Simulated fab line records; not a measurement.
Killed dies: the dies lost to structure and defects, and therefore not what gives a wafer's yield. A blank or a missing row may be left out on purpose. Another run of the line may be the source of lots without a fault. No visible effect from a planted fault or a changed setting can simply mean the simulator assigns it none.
A lot that was struck, set against a sound lot :: flow n5Finfet :: 14 out of 1938 route steps
Sound: the wafers L972.1, L972.2, L972.4. The struck wafers were L965.2, L965.4, L965.5. Last of all comes the cause.
At each step with rows: each side's tool, then ch and its chambers, then its first start. Under that, the readings that differ: sound wafers :: struck wafers :: difference of the means :: sigmas: that difference in standard deviations of wafers without a fault.
alike: readings whose means differ by less than 2 such deviations, and words and numbers that are the same on both sides. not compared: withheld readings, readings that some wafer has no value for, bounds like >300 that may hide the same value, and numbers for which the record gives no deviation and whose values overlap.
A row with sigmas, a row that says differs or no value, or rows on one side alone: a step with any of these is where the two part. When numbers do not overlap yet have no deviation, they are printed without sigmas and do not part them. A reading missing from all wafers of one side parts the sides only when that side holds two or more wafers.

N5_MOL_CONTACT_COAG_CMP_28: polishes, stops on SiNx, t overpolish 0.85 s, target thk 14.522 nm.
  sound on cmp-04 ch 0,1,2, day 9 04:18; struck on cmp-02 ch 0,2, day 7 11:35
  alike: edgeZonePressureFrac, motorCurrentA, retainingRingPressureFrac, timeToEndpointS
N5_MOL_CONTACT_COAG_THK_MEAS_29:
  sound on filmMetro-02, day 9 04:35; struck on filmMetro-02, day 7 11:50
  alike: MD_CAP_THK
N5_MOL_CONTACT_COAG_ALD_123: deposits SiNx, target thk 5 nm, pulse time 1 s, purge time 2 s.
  sound on aldSin-04 ch 0,1,3, day 9 04:38; struck on aldSin-02 ch 0,2,3, day 7 11:59
  alike: heaterPowerW, precursorPulseHeightRel
then, 9 steps without rows for these wafers: N5_MOL_CONTACT_COAG_PECVD_31 (deposits SiO2 from TEOS/O2, target thk 46 nm, time 8.9 s); N5_MOL_CONTACT_COAG_COAT_75 (time 60 s, resist thk 60 nm); N5_MOL_CONTACT_COAG_COAT_76 (time 60 s, resist thk 10 nm); N5_MOL_CONTACT_COAG_COAT_77 (time 60 s, resist thk 10 nm); N5_MOL_CONTACT_COAG_COAT_78 (resist thk 40 nm); N5_MOL_CONTACT_COAG_EBR_80; N5_MOL_CONTACT_COAG_SOFTBAKE_79 (time 60 s); N5_MOL_CONTACT_COAG_EXPOSE_81 (exposes mask VG, defocus 0 nm); N5_MOL_CONTACT_COAG_PEB_82 (peb time 60 s).
N5_MOL_CONTACT_COAG_DEVELOP_83: develop time 30 s.
  struck on lithoTrack-01, day 7 12:47; sound on lithoTrack-02 ch 0, day 9 05:25
  no value came back on the struck wafers for chillPlateTempC (C), developTimeS (s); on the sound wafers chillPlateTempC (C) reads 23.00 22.98 22.96
reading: model.CAR-EUV_of_MOL_CONTACT_COAG_COAT_78.thkNm (nm)
sound: 39.4 39.6 39.4
struck: 40 40 40
difference: +1
sigmas: 
N5_MOL_CONTACT_COAG_CD_MEAS_84: the cd target is 25.1 nm.
  sound on cdSem-03 ch 0, day 9 05:28; struck on cdSem-03 ch 0, day 7 12:50
reading: cdNm (nm)
sound: 25.05 25.21 24.84
struck: - - -
difference: no value on the struck wafers
sigmas: 

== WHERE THEY PART ==
Earliest at N5_MOL_CONTACT_COAG_DEVELOP_83; latest, in this record, at N5_MOL_CONTACT_COAG_CD_MEAS_84.

WHY: whatever the simulator had introduced
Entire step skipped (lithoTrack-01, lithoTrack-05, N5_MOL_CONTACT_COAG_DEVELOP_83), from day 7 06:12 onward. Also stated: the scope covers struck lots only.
